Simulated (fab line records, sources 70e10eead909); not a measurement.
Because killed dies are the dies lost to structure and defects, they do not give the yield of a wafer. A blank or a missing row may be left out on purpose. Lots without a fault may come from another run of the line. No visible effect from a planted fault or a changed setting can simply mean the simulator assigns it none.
Chamber matching    flow nand-harc    NHARC_A_STAIRCASE_DESCUM_291 on rie-diel-02: 4 sister chambers
The step chemistry O2, time 3 s. 22 wafers are shown with their chamber, then 11 later ones without.

WAFERS WITH THEIR CHAMBER
wafer   chamber  drypump-motor-current-A (A)  showerhead-plenum-p-Torr (Torr)  oes-product-au (a.u.)
L075.1  1        6.0                          1.79                             0.988
L075.2  0        5.8                          1.84                             1.002
L075.3  3        5.2                          1.88                             1.001
L080.1  2        5.3                          1.85                             0.983
L080.4  1        6.0                          1.78                             0.996
L080.5  2        5.3                          1.85                             0.996
L081.1  2        5.3                          1.85                             0.995
L081.2  1        6.0                          1.78                             0.995
L081.4  3        5.2                          1.88                             1.001
L085.2  1        6.0                          1.78                             1.006
L085.3  3        5.2                          1.88                             1.007
L085.6  3        5.1                          1.88                             0.995
L087.1  1        6.0                          1.78                             1.005
L087.5  2        5.3                          1.84                             0.999
L087.6  1        6.0                          1.78                             1.013
L086.2  3        5.2                          1.88                             1.015
L086.3  0        5.8                          1.83                             0.996
L086.5  0        5.8                          1.83                             1.007
L083.4  0        5.8                          1.83                             1.004
L083.5  3        5.2                          1.88                             1.015
L083.6  2        5.3                          1.84                             1.005
L089.1  0        5.8                          1.83                             1.002

SIGNATURES (means of the wafers above)
reading                   chamber 0  chamber 1  chamber 2  chamber 3  scatter within a chamber
drypump-motor-current-A   5.800      6.000      5.300      5.183      0.0215
showerhead-plenum-p-Torr  1.8320     1.7817     1.8460     1.8800     0.00397
oes-product-au            1.00220    1.00050    0.99560    1.00567    0.00771
Rule: for a wafer and a chamber, the distance is found by dividing, reading by reading, the gap between the wafer's reading and the chamber's mean by the reading's scatter, squaring, summing and taking the root. If the next closest chamber is less than 2 further off than the closest, the wafer can't be placed; otherwise it belongs to the closest. The scatter is the square root of a quotient: the sum, over the shown wafers, of each reading's squared deviation from its chamber's mean, divided by wafers minus chambers.

WAFERS WHOSE CHAMBER IS MISSING
wafer   drypump-motor-current-A (A)  showerhead-plenum-p-Torr (Torr)  oes-product-au (a.u.)
L089.3  5.2                          1.88                             1.019
L089.4  5.4                          1.84                             0.992
L093.1  6.0                          1.78                             0.989
L093.2  5.2                          1.87                             1.034
L093.3  5.8                          1.83                             1.019
L094.1  5.8                          1.83                             1.023
L094.2  5.2                          1.87                             1.029
L094.3  5.3                          1.84                             0.988
L097.1  6.0                          1.77                             0.992
L097.4  5.8                          1.83                             1.008
L097.5  5.2                          1.87                             1.036

WHICH CHAMBER EACH ONE RAN IN
wafer   from the rows above  in truth
L089.3  3                    3
L089.4  2                    2
L093.1  1                    1
L093.2  3                    3
L093.3  0                    0
L094.1  0                    0
L094.2  3                    3
L094.3  2                    2
L097.1  1                    1
L097.4  0                    0
L097.5  3                    3
Correctly placed: 11 of 11. Left unplaced by these rows: 0. 0 placed wrongly.
